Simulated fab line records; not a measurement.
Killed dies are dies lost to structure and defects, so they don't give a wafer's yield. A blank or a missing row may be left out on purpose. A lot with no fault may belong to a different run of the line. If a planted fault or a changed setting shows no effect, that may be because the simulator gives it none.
Chamber matching | flow n5-finfet | N5_BEOL_M7_ETCH_62 on rie-diel-03 has 4 sister chambers
The step etches SOC in N2/H2, target depth 110 nm, overetch 22 nm, time 165 s. 20 wafers are shown with their chamber, then 10 later ones without.

## WAFERS PAIRED WITH THEIR CHAMBERS
wafer  | chamber | drypump-motor-current-A (A) | showerhead-plenum-p-Torr (Torr) | throttle-valve-pct (%)
L074.2 | 1       | 4.9                         | 2.63                            | 17.9
L074.3 | 3       | 5.9                         | 2.56                            | 17.4
L074.5 | 3       | 5.9                         | 2.56                            | 17.4
L078.1 | 0       | 5.8                         | 2.64                            | 18.3
L078.2 | 3       | 5.9                         | 2.56                            | 17.5
L078.5 | 0       | 5.8                         | 2.64                            | 18.3
L081.2 | 0       | 5.8                         | 2.64                            | 18.3
L081.3 | 1       | 4.9                         | 2.62                            | 17.9
L081.4 | 3       | 5.9                         | 2.55                            | 17.5
L082.3 | 2       | 6.0                         | 2.41                            | 17.9
L082.4 | 3       | 5.8                         | 2.56                            | 17.5
L082.6 | 0       | 5.8                         | 2.64                            | 18.3
L084.2 | 3       | 5.9                         | 2.55                            | 17.5
L084.3 | 2       | 6.0                         | 2.40                            | 17.9
L084.6 | 3       | 5.9                         | 2.55                            | 17.5
L088.1 | 1       | 4.9                         | 2.61                            | 18.0
L088.5 | 2       | 6.0                         | 2.40                            | 17.9
L088.6 | 1       | 4.9                         | 2.61                            | 18.0
L086.2 | 3       | 5.9                         | 2.55                            | 17.5
L086.3 | 2       | 6.0                         | 2.40                            | 17.9

SIGNATURES, as means of the wafers listed above
reading                  | chamber 0 | chamber 1 | chamber 2 | chamber 3 | scatter within a chamber
drypump-motor-current-A  | 5.800     | 4.900     | 6.000     | 5.888     | 0.0234
showerhead-plenum-p-Torr | 2.6400    | 2.6175    | 2.4025    | 2.5550    | 0.00586
throttle-valve-pct       | 18.300    | 17.950    | 17.900    | 17.475    | 0.0395
Rule: a wafer's distance from a chamber is the root of the sum, over the readings, of the square of ((its reading less the chamber's mean) divided by the reading's scatter). If the next closest chamber is less than 2 further off than the closest, the wafer can't be placed; otherwise it belongs to the closest. How the scatter is found: for the shown wafers, subtract from each reading the mean of its chamber, square and add these, divide the total by (wafers less chambers), then take the root.

## WAFERS WHOSE CHAMBER IS MISSING
wafer  | drypump-motor-current-A (A) | showerhead-plenum-p-Torr (Torr) | throttle-valve-pct (%)
L086.6 | 5.8                         | 2.63                            | 18.3
L092.2 | 5.8                         | 2.63                            | 18.3
L092.3 | 6.0                         | 2.55                            | 17.5
L092.6 | 5.7                         | 2.63                            | 18.3
L094.2 | 4.9                         | 2.61                            | 18.0
L094.3 | 5.9                         | 2.54                            | 17.5
L094.4 | 6.0                         | 2.72                            | 17.5
L097.2 | 5.9                         | 2.54                            | 17.5
L097.4 | 6.0                         | 2.72                            | 17.5
L097.5 | 5.9                         | 2.54                            | 17.5

## CHAMBER TAKEN BY EACH
wafer  | from the rows above | in truth
L086.6 | 0                   | 0
L092.2 | 0                   | 0
L092.3 | 3                   | 3
L092.6 | 0                   | 0
L094.2 | 1                   | 1
L094.3 | 3                   | 3
L094.4 | 0                   | 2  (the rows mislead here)
L097.2 | 3                   | 3
L097.4 | 0                   | 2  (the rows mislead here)
L097.5 | 3                   | 3
Correct placement for 8 of the 10. Left unplaced by these rows: 0. 2 placed wrongly.
